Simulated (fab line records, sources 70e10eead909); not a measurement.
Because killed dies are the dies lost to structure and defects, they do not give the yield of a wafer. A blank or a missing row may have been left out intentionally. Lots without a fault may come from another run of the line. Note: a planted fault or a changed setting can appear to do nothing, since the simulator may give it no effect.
A struck lot beside a sound one	flow nandHarc	16 steps out of a route of 1302
Sound: the wafers L304.1, L304.2, L304.3. Wafers struck: L309.2, L309.4. The cause is named last.
Per side, at each step with rows, come the tool, then ch with its chambers, and then its first start. Under that, the readings that differ: sound wafers	struck wafers	difference of the means	sigmas: that difference in standard deviations of wafers without a fault.
alike: same words and numbers on both sides, and readings whose means sit less than 2 such deviations apart. not compared: any withheld reading, any reading some wafer has no value for, any bound like >300 that may hide the same value, and any number with overlapping values for which the record gives no deviation.
Wherever a step has rows on one side only, a row that says differs or no value, or a row with sigmas, the two part there. Numbers that don't overlap but have no deviation are shown without sigmas and don't part them. A reading missing from all wafers of one side parts the sides only when that side holds two or more wafers.

NHARC_A_DECK1_JOINT_INSPECT_05:
  sound on defectInspect-01, day 13 19:49; struck on defectInspect-01, day 15 11:57
  alike: rawDefectCount
then, 1 step without rows for these wafers: NHARC_A_ONON_D2_DEP_00 (target thk 1000 nm).
NHARC_A_ONON_D2_THK_MEAS_02: measures by ellipsometry.
  sound on filmMetro-02, day 13 20:31; struck on filmMetro-02, day 15 12:31
  alike: thkNm
then, 1 step without rows for these wafers: NHARC_A_ONON_D2_DEP_03 (target thk 1000 nm).
NHARC_A_ONON_D2_THK_MEAS_05: measures by ellipsometry.
  sound on filmMetro-02, day 13 21:04; struck on filmMetro-02, day 15 13:05
reading	sound	struck	difference	sigmas
thkNm (nm)	999 1000 1000	1018 1016	+17	+2
then, 1 step without rows for these wafers: NHARC_A_ONON_D2_DEP_06 (target thk 1000 nm).
NHARC_A_ONON_D2_THK_MEAS_08: measures by ellipsometry.
  sound on filmMetro-02, day 13 21:38; struck on filmMetro-02, day 15 13:40
  alike: thkNm
then, 1 step without rows for these wafers: NHARC_A_ONON_D2_DEP_09 (target thk 1000 nm).
NHARC_A_ONON_D2_THK_MEAS_11: measures by ellipsometry.
  sound on filmMetro-02, day 13 22:13; struck on filmMetro-02, day 15 14:14
  alike: thkNm
then, 1 step without rows for these wafers: NHARC_A_ONON_D2_DEP_12 (target thk 1000 nm).
NHARC_A_ONON_D2_THK_MEAS_14: measures by ellipsometry.
  sound on filmMetro-02, day 13 22:46; struck on filmMetro-02, day 15 14:47
  alike: thkNm
then, 1 step without rows for these wafers: NHARC_A_ONON_D2_ANNEAL_15 (time 3600 s).
NHARC_A_ONON_D2_DEP_16: target thk 1000 nm.
  sound on pecvdOnon-01 ch 0, day 14 08:49; struck on pecvdOnon-03 ch 0, day 15 23:29
  alike: n2FlowSccm
NHARC_A_ONON_D2_THK_MEAS_18: measures by ellipsometry.
  sound on filmMetro-02, day 14 09:20; struck on filmMetro-02, day 15 23:57
reading	sound	struck	difference	sigmas
thkNm (nm)	990 993 992	1899 1900	+908	+99 or more
then, 1 step without rows for these wafers: NHARC_A_ONON_D2_DEP_19 (target thk 1000 nm).
-- the record jumps here: 12 days lie between the struck wafers' starts before and after (it left off in module A_ONON_D2 and takes up again in module END, whose first step shown is number 1302 of the route) --
NHARC_END_SORT_01:
  the record has rows for the struck wafers here (prober-01 ch 0, day 27 19:17) and none for the sound ones

## WHERE THEY PART
First at NHARC_A_ONON_D2_THK_MEAS_05; last, within this record, at NHARC_END_SORT_01.

WHY: whatever the simulator had introduced
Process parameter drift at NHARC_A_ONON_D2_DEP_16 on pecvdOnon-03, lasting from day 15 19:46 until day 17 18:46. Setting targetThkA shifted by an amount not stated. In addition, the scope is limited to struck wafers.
